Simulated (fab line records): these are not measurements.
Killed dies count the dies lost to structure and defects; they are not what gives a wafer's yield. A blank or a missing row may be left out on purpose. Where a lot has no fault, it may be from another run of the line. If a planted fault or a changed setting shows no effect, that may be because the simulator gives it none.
fab line records | flow nand_harc
record: lots: 6 wafers: 18 last_day: 24
route steps=1159 shown A_STAIRCASE@572
lots that met no fault: taken from a fault-free run of the same line
start_h: the number of hours between the record's first day and the start of the first shown wafer of the lot | wait_h: time in hours since the lot's previous step | " same as the row above | L1.1+2: several wafers, shown together as one row | - either no value or no given start | * or withheld: withheld | < > ~ a bound
route shown NAME@n: names a module that has steps shown in the file, with the first one's number in the route | usual: mean/standard deviation taken from wafers without a fault | same: alike in all rows | chamber/n: place in a boat | sites: per-site readings | _std_site: how widely they spread, as a standard deviation | _edge_site: inner sites' mean taken away from outer sites' mean | radius_mm: for every site, how far away it sits from the centre of the wafer | mask NAME#n: copy n | behind: tool/chamber where the wafer was last shaped | hold: the reason the lot was held/the length of the hold in hours/how it ended | device: the n, p or np transistor that did not switch | end of line: the same wafers' tests at the end of the route | for a step that has no rows: nothing shown but its recipe | killed: the dies lost at the first sort to structure and to defects; this is not the yield of the wafer | map: a wafer's dies, marking killed ones x, the rest . and places with no die _
set.NAME: the setting the step ran with; set.NAME@STEP: the setting that earlier step ran with | model.NAME: the simulator's own value behind a step, which no gauge read
a table for each step, a row for each wafer; lots at some steps of the route
services: a tool's chamber out of use, with start hour (start_h, from the record's first day; less than 0 if before it), hours out, and reason
== steps ==
step: NHARC_A_STAIRCASE_COAT_178
recipe: spin_rpm: 1200
step: NHARC_A_STAIRCASE_SOFTBAKE_179
recipe: temp_c: 135 time_s: 170
step: NHARC_A_STAIRCASE_EBR_180
step: NHARC_A_STAIRCASE_EXPOSE_181
recipe: na: 0.5 dose_mj: 27.87 mask_id: STAIR_2
step: NHARC_A_STAIRCASE_PEB_182
recipe: peb_temp_c: 115 peb_time_s: 130
step: NHARC_A_STAIRCASE_DEVELOP_183
recipe: time_s: 140
step: NHARC_A_STAIRCASE_HARDBAKE_185
recipe: temp_c: 120 time_s: 140
step: NHARC_A_STAIRCASE_DESCUM_186
recipe: time_s: 3 o2_flow_sccm: 200 ar_flow_sccm: 0 bias_power_w: 0 chemistry: O2
usual: drypump_motor_current_A: 5.9/0.45 mfc_ar_sccm: 0.005/0.0071 o2_flow_sccm: 200.0/0.56 oes_product_au: 0.998/0.012 rf_vpp_V: 57.8/0.93 showerhead_plenum_p_Torr: 1.89/0.094 throttle_valve_pct: 11.310/0.0086
same: bias_power_w: 0
columns lot.wafer tool chamber start_h wait_h drypump_motor_current_A mfc_ar_sccm o2_flow_sccm oes_product_au rf_hours_counter_h rf_vpp_V showerhead_plenum_p_Torr throttle_valve_pct
L727.4 rie_diel-01 0 252.54 - 6.1 0.009 200.2 0.987 38 59.7 1.97 11.300
L727.3 " 2 " " 6.2 0 200.8 1.008 39 58.0 1.83 11.314
L727.5 " 0 " " 6.1 0.009 199.8 0.986 - 58.4 1.97 11.312
L736.4 rie_diel-03 1 311.49 - 6.1 0 199.8 1.009 27 57.4 1.77 11.311
L736.6 " 3 " " 6.1 0 199.6 1.009 - 59.1 1.90 11.298
L736.5 " 0 " " 5.8 0 200.0 1.006 - 58.1 1.90 11.305
L739.3 rie_diel-03 2 333.92 - 6.2 0.025 200.4 1.010 44 57.6 1.77 11.313
L739.4 " 2 " " 6.3 0.025 200.5 0.996 - 56.6 1.77 11.331
L739.6 " 0 " " 5.8 0 200.6 1.015 - 57.7 1.89 11.305
L745.3 rie_diel-03 3 354.55 - 6.2 0 199.9 1.014 52 58.5 1.89 11.315
L745.4 " 2 " " 6.3 0.025 201.0 1.000 - 57.2 1.77 11.300
L745.5 " 3 " " 6.2 0 200.5 1.016 - 56.9 1.89 11.310
L746.2 rie_diel-01 3 366.53 - 5.2 0.004 200.1 1.002 15 58.6 1.77 11.334
L746.3 " 0 " " 6.1 0.009 199.7 0.979 14 57.9 1.96 11.301
L746.5 " 0 " " 6.1 0.009 199.8 0.984 - 57.0 1.96 11.303
L747.1 rie_diel-01 1 371.16 - 5.9 0 200.0 1.005 17 57.8 1.84 11.307
L747.4 " 2 " " 6.2 0 199.3 0.997 16 57.5 1.82 11.312
L747.5 " 2 " " 6.2 0 199.5 0.991 - 58.0 1.82 11.313
step: NHARC_A_STAIRCASE_TRIM_187
recipe: time_s: 211.2 o2_flow_sccm: 500 ar_flow_sccm: 0 bias_w: 0 chemistry: O2
usual: drypump_motor_current_A: 6.0/0.42 mfc_ar_sccm: 0.006/0.0074 o2_flow_sccm: 500.0/1.5 oes_product_au: 0.999/0.011 rf_vpp_V: 57.8/0.83 showerhead_plenum_p_Torr: 3.49/0.16 throttle_valve_pct: 17.036/0.0087
columns lot.wafer tool chamber start_h wait_h drypump_motor_current_A mfc_ar_sccm o2_flow_sccm oes_product_au rf_hours_counter_h rf_vpp_V showerhead_plenum_p_Torr throttle_valve_pct
L727.3 rie_diel-01 0 252.70 0.1 6.1 0.009 502.1 0.979 39 58.8 3.63 17.046
L727.4 " 2 " " 6.2 0 501.7 1.001 39 58.0 3.39 17.034
L727.5 " 1 " " 5.9 0 501.1 0.998 - 56.8 3.43 17.054
L736.4 rie_diel-03 0 311.57 0.1 5.8 0 502.6 0.998 30 59.1 3.50 17.056
L736.6 " 3 " " 6.2 0 499.2 0.996 - 57.9 3.50 17.010
L736.5 " 0 " " 5.9 0 501.0 0.987 - 57.8 3.50 17.045
L739.3 rie_diel-03 3 334.06 0.1 6.2 0 499.5 0.998 44 58.3 3.49 17.044
L739.6 " 0 " " 5.8 0 499.7 1.011 - 56.9 3.49 17.041
L739.4 " 2 " " 6.3 0.025 501.6 1.001 - 59.4 3.29 17.031
L745.3 rie_diel-03 2 354.65 0.1 6.3 0.025 499.1 0.996 51 57.3 3.28 17.039
L745.5 " 2 " " 6.3 0.025 500.3 1.000 - 58.1 3.28 17.033
L745.4 " 3 " " 6.2 0 502.0 1.000 - 58.0 3.49 17.048
L746.2 rie_diel-01 2 366.61 0.1 6.2 0 499.4 1.005 15 57.5 3.37 17.031
L746.3 " 3 " " 5.2 0.004 499.2 0.999 15 57.8 3.29 17.037
L746.5 " 2 " " 6.2 0 499.3 0.994 - 58.4 3.37 17.034
L747.1 rie_diel-01 2 371.25 0.1 6.2 0 502.2 0.994 16 56.6 3.37 17.042
L747.4 " 3 " " 5.2 0.004 498.7 1.001 16 57.9 3.29 17.022
L747.5 " 3 " " 5.3 0.004 499.6 0.994 - 56.9 3.29 17.027
step: NHARC_A_STAIRCASE_ETCH_188
recipe: target_depth_a: 1000 time_s: 40.5 ion_energy_ev: 400 c4f8_flow_sccm: 20 o2_flow_sccm: 10 ar_flow_sccm: withheld rf_w: 600 bias_w: 1000 chemistry: C4F8/O2
usual: oes_product_au: 0.936/0.014 rf_vpp_V: 894/5.9 run_length_s: 61.8/0.54
columns lot.wafer tool chamber start_h wait_h oes_product_au rf_hours_counter_h rf_vpp_V run_length_s
L727.4 rie_diel-01 3 - - 0.935 41 889 61.2
L727.3 " 1 " " 0.915 37 892 61.9
L727.5 " 3 " " 0.919 - 887 61.4
L736.4 rie_diel-03 1 - - 0.938 27 886 61.7
L736.6 " 2 " " 0.934 - 887 62.9
L736.5 " 3 " " 0.937 - 895 62.1
L739.3 rie_diel-03 0 - - 0.919 41 894 61.5
L739.6 " 2 " " 0.927 - 888 62.7
L739.4 " 0 " " 0.933 - 895 61.6
L745.3 rie_diel-03 3 - - 0.950 52 896 62.3
L745.5 " 2 " " 0.932 - 887 62.5
L745.4 " 3 " " 0.938 - 894 62.5
L746.2 rie_diel-01 0 - - 0.943 14 897 61.0
L746.3 " 3 " " 0.940 15 887 61.2
L746.5 " 0 " " 0.947 - 900 60.8
L747.1 rie_diel-01 1 - - 0.949 17 891 62.1
L747.4 " 0 " " 0.943 15 898 61.0
L747.5 " 2 " " 0.931 - 889 61.8
step: NHARC_A_STAIRCASE_TRIM_189
recipe: time_s: 211.2 o2_flow_sccm: 500 ar_flow_sccm: 0 bias_w: 0 chemistry: O2
usual: drypump_motor_current_A: 5.9/0.44 mfc_ar_sccm: 0.005/0.0071 o2_flow_sccm: 500.2/1.5 oes_product_au: 0.997/0.011 rf_vpp_V: 57.8/0.84 showerhead_plenum_p_Torr: 3.48/0.16 throttle_valve_pct: 17.037/0.0085
columns lot.wafer tool chamber start_h wait_h drypump_motor_current_A mfc_ar_sccm o2_flow_sccm oes_product_au rf_hours_counter_h rf_vpp_V showerhead_plenum_p_Torr throttle_valve_pct
L727.3 rie_diel-01 0 - - 6.1 0.009 501.2 0.992 39 57.1 3.63 17.029
L727.4 " 1 " " 5.8 0 503.0 0.984 37 57.0 3.43 17.037
L727.5 " 3 " " 5.3 0.004 498.6 1.001 - 57.2 3.31 17.033
L736.4 rie_diel-03 2 - - 6.3 0.025 500.4 1.011 30 57.4 3.29 17.032
L736.5 " 0 " " 5.8 0 499.5 0.996 - 56.9 3.50 17.043
L736.6 " 1 " " 6.1 0 500.8 1.005 - 57.2 3.27 17.042
L739.3 rie_diel-03 0 - - 5.8 0 501.0 1.001 41 57.8 3.49 17.045
L739.4 " 2 " " 6.3 0.025 497.7 1.008 - 57.8 3.29 17.028
L739.6 " 3 " " 6.2 0 500.3 0.995 - 58.8 3.49 17.035
L745.3 rie_diel-03 3 - - 6.2 0 498.1 0.992 52 58.6 3.49 17.028
L745.4 " 0 " " 5.8 0 502.3 1.000 - 58.6 3.49 17.045
L745.5 " 2 " " 6.3 0.025 503.6 1.000 - 56.8 3.28 17.025
L746.3 rie_diel-01 0 - - 6.1 0.009 499.7 0.981 14 58.9 3.60 17.043
L746.2 " 1 " " 5.8 0 501.5 1.005 16 57.1 3.41 17.032
L746.5 " 0 " " 6.1 0.009 501.9 0.993 - 58.0 3.60 17.037
L747.1 rie_diel-01 3 - - 5.2 0.004 498.7 0.995 16 57.0 3.29 17.033
L747.4 " 1 " " 5.8 0 502.0 1.004 17 57.8 3.41 17.038
L747.5 " 3 " " 5.2 0.004 497.8 1.005 - 56.7 3.29 17.034
step: NHARC_A_STAIRCASE_ETCH_190
recipe: target_depth_a: 1000 time_s: 40.5 ion_energy_ev: 400 c4f8_flow_sccm: 20 o2_flow_sccm: 10 ar_flow_sccm: withheld rf_w: 600 bias_w: 1000 chemistry: C4F8/O2
usual: oes_product_au: 0.939/0.014 rf_vpp_V: 894/5.8 run_length_s: 61.8/0.55
columns lot.wafer tool chamber start_h wait_h oes_product_au rf_hours_counter_h rf_vpp_V run_length_s
L727.4 rie_diel-01 1 253.15 - 0.931 37 893 62.1
L727.3 " 3 " " 0.931 42 887 61.5
L727.5 " 1 " " 0.927 - 892 62.0
L736.4 rie_diel-03 0 313.52 - 0.938 31 894 61.5
L736.6 " 1 " " 0.937 - 887 61.7
L736.5 " 2 " " 0.933 - 886 62.4
L739.3 rie_diel-03 3 334.62 - 0.961 44 896 62.4
L739.4 " 2 " " 0.953 - 889 74.6
L739.6 " 0 " " 0.964 - 895 73.6
L745.3 rie_diel-03 2 355.09 - 0.948 51 887 62.4
L745.4 " 2 " " 0.943 - 886 75.3
L745.5 " 3 " " 0.950 - 894 74.6
L746.2 rie_diel-01 1 367.00 - 0.947 16 893 61.9
L746.3 " 2 " " 0.944 15 890 62.1
L746.5 " 1 " " 0.947 - 891 62.2
L747.4 rie_diel-01 3 371.64 - 0.934 16 887 61.4
L747.1 " 0 " " 0.928 15 898 60.8
L747.5 " 2 " " 0.941 - 888 61.6
step: NHARC_A_STAIRCASE_TRIM_191
recipe: time_s: 211.2 o2_flow_sccm: 500 ar_flow_sccm: 0 bias_w: 0 chemistry: O2
usual: drypump_motor_current_A: 5.9/0.45 mfc_ar_sccm: 0.005/0.0073 o2_flow_sccm: 499.8/1.4 oes_product_au: 0.998/0.011 rf_vpp_V: 57.5/0.91 showerhead_plenum_p_Torr: 3.49/0.16 throttle_valve_pct: 17.038/0.0098
columns lot.wafer tool chamber start_h wait_h drypump_motor_current_A mfc_ar_sccm o2_flow_sccm oes_product_au rf_hours_counter_h rf_vpp_V showerhead_plenum_p_Torr throttle_valve_pct
L727.4 rie_diel-01 1 - - 5.8 0 500.0 0.991 37 57.8 3.43 17.043
L727.3 " 3 " " 5.2 0.004 500.5 0.994 42 56.1 3.31 17.030
L727.5 " 1 " " 5.8 0 499.1 0.989 - 56.8 3.43 17.055
L736.4 rie_diel-03 1 - - 6.1 0 497.4 1.005 31 55.8 3.27 17.022
L736.6 " 2 " " 6.3 0.025 500.4 1.000 - 56.9 3.29 17.045
L736.5 " 3 " " 6.2 0 499.1 1.001 - 58.1 3.50 17.051
L739.3 rie_diel-03 0 - - 5.9 0 499.5 1.005 41 56.9 3.49 17.046
L739.4 " 3 " " 6.2 0 500.8 1.007 - 58.7 3.49 17.035
L739.6 " 2 " " 6.3 0.025 498.7 1.002 - 56.9 3.29 17.041
L745.3 rie_diel-03 0 - - 5.8 0 499.9 0.991 50 57.0 3.49 17.051
L745.5 " 2 " " 6.3 0.025 498.7 0.996 - 56.0 3.28 17.057
L745.4 " 3 " " 6.2 0 499.3 0.996 - 57.1 3.49 17.044
L746.2 rie_diel-01 3 - - 5.3 0.004 501.7 0.995 15 57.2 3.29 17.042
L746.3 " 0 " " 6.0 0.009 501.7 0.983 14 59.4 3.60 17.038
L746.5 " 2 " " 6.2 0 500.2 0.989 - 57.7 3.37 17.053
L747.1 rie_diel-01 0 - - 6.1 0.009 502.3 0.985 16 57.1 3.60 17.042
L747.4 " 1 " " 5.9 0 500.0 1.013 17 57.9 3.41 17.030
L747.5 " 1 " " 5.9 0 500.4 1.011 - 57.6 3.41 17.021
== services ==
columns tool chamber start_h hours kind
rie_diel-01 0 244.88 - clean
rie_diel-01 1 244.88 - clean
rie_diel-01 2 244.88 - clean
rie_diel-01 3 244.88 - clean
rie_diel-03 0 248.83 - clean
rie_diel-03 1 248.83 - clean
rie_diel-03 2 248.83 - clean
rie_diel-03 3 248.83 - clean
rie_diel-01 0 269.44 - clean
rie_diel-01 1 269.44 - clean
rie_diel-01 2 269.44 - clean
rie_diel-01 3 269.44 - clean
rie_diel-03 0 273.33 - clean
rie_diel-03 1 273.33 - clean
rie_diel-03 2 273.33 - clean
rie_diel-03 3 273.33 - clean
rie_diel-01 0 293.99 - clean
rie_diel-01 1 293.99 - clean
rie_diel-01 2 293.99 - clean
rie_diel-01 3 293.99 - clean
rie_diel-03 0 297.90 - clean
rie_diel-01 - 314.85 9.0 pm
rie_diel-01 0 337.73 3.3 repair
rie_diel-03 2 343.78 5.5 repair
== key ==
first_sign: step: NHARC_A_STAIRCASE_ETCH_190 reading: run_length_s direction: up sigmas: 23 usual: * struck: *
effect none on later readings
met_at NHARC_A_STAIRCASE_ETCH_190
struck_wafers L739.4,L739.6,L745.4,L745.5
later_rows_left_out L739.4,L739.6,L745.4,L745.5
sort_left_out L739.4,L739.6,L745.4,L745.5
tester_left_out L739,L745
onset_between 313.52 334.62
fault: kind: process_parameter_drift tool: rie_diel-03 chamber: - onset_h: 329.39 steps: NHARC_A_STAIRCASE_ETCH_190 channel: time_s offset: * shape: step end_h: 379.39 scope: struck_wafers_only acts_in: * stated: *
tester_left_out: of these lots the tester's yield and bins aren't shown, on N5 and GAA mostly nor the transistor test; their killed dies are dies lost to structure and defects alone, not to doping, threshold or leakage, so they don't give the yield
sort_left_out: the simulated sort isn't trusted on such a fault, so these wafers' sort isn't shown, and their yield isn't known
later_rows_left_out: the simulator's readings of these wafers behind a module that went badly wrong aren't trusted and aren't shown, but for the sort
